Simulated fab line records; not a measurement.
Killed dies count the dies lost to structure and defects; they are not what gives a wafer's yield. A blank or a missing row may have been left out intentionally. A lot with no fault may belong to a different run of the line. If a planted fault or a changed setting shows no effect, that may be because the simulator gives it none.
Matching of chambers / flow n5 finfet / N5_BEOL_M10_ALD_74 on ald metal-02 has 4 sister chambers
The step deposits TaN, target thk 2 nm, pulse time 2 s, purge time 3 s. 8 wafers are shown with their chamber, then 12 later ones without.

EACH WAFER AND ITS CHAMBER
wafer=L083.5; chamber=1; heater power w (W)=350; mfc carrier sccm (sccm)=1503
wafer=L084.1; chamber=1; heater power w (W)=349; mfc carrier sccm (sccm)=1503
wafer=L090.2; chamber=3; heater power w (W)=412; mfc carrier sccm (sccm)=1498
wafer=L090.4; chamber=0; heater power w (W)=481; mfc carrier sccm (sccm)=1511
wafer=L090.5; chamber=3; heater power w (W)=412; mfc carrier sccm (sccm)=1501
wafer=L093.1; chamber=2; heater power w (W)=452; mfc carrier sccm (sccm)=1503
wafer=L093.2; chamber=0; heater power w (W)=476; mfc carrier sccm (sccm)=1500
wafer=L093.6; chamber=2; heater power w (W)=451; mfc carrier sccm (sccm)=1501

WAFERS MISSING THEIR CHAMBER
wafer=L094.1; heater power w (W)=474; mfc carrier sccm (sccm)=1509
wafer=L094.4; heater power w (W)=348; mfc carrier sccm (sccm)=1500
wafer=L094.5; heater power w (W)=472; mfc carrier sccm (sccm)=1500
wafer=L092.4; heater power w (W)=350; mfc carrier sccm (sccm)=1497
wafer=L092.5; heater power w (W)=444; mfc carrier sccm (sccm)=1508
wafer=L092.6; heater power w (W)=407; mfc carrier sccm (sccm)=1507
wafer=L095.1; heater power w (W)=416; mfc carrier sccm (sccm)=1502
wafer=L095.3; heater power w (W)=355; mfc carrier sccm (sccm)=1496
wafer=L095.4; heater power w (W)=444; mfc carrier sccm (sccm)=1499
wafer=L097.2; heater power w (W)=410; mfc carrier sccm (sccm)=1498
wafer=L097.3; heater power w (W)=347; mfc carrier sccm (sccm)=1503
wafer=L097.5; heater power w (W)=351; mfc carrier sccm (sccm)=1502

WHICH CHAMBER EACH WENT THROUGH
wafer=L094.1; from the rows above=0; in truth=0
wafer=L094.4; from the rows above=1; in truth=1
wafer=L094.5; from the rows above=0; in truth=0
wafer=L092.4; from the rows above=1; in truth=1
wafer=L092.5; from the rows above=2; in truth=2
wafer=L092.6; from the rows above=3; in truth=3
wafer=L095.1; from the rows above=3; in truth=3
wafer=L095.3; from the rows above=1; in truth=1
wafer=L095.4; from the rows above=2; in truth=2
wafer=L097.2; from the rows above=3; in truth=3
wafer=L097.3; from the rows above=1; in truth=1
wafer=L097.5; from the rows above=1; in truth=1
Placed correctly: 12 of 12. From these rows, 0 cannot be placed. Placed wrongly: 0.
How it was worked out, from the rows above alone: a wafer's distance from a chamber is the root of the sum, over the readings, of the square of ((its reading less the chamber's mean) divided by the reading's scatter). The wafer belongs to the nearest chamber; if the next one is less than 2 further off, it can't be placed. Each chamber's mean is taken over the wafers shown for it. The scatter: the root of (the sum of the squares of (reading less its chamber's mean) over the shown wafers, divided by (wafers less chambers)).
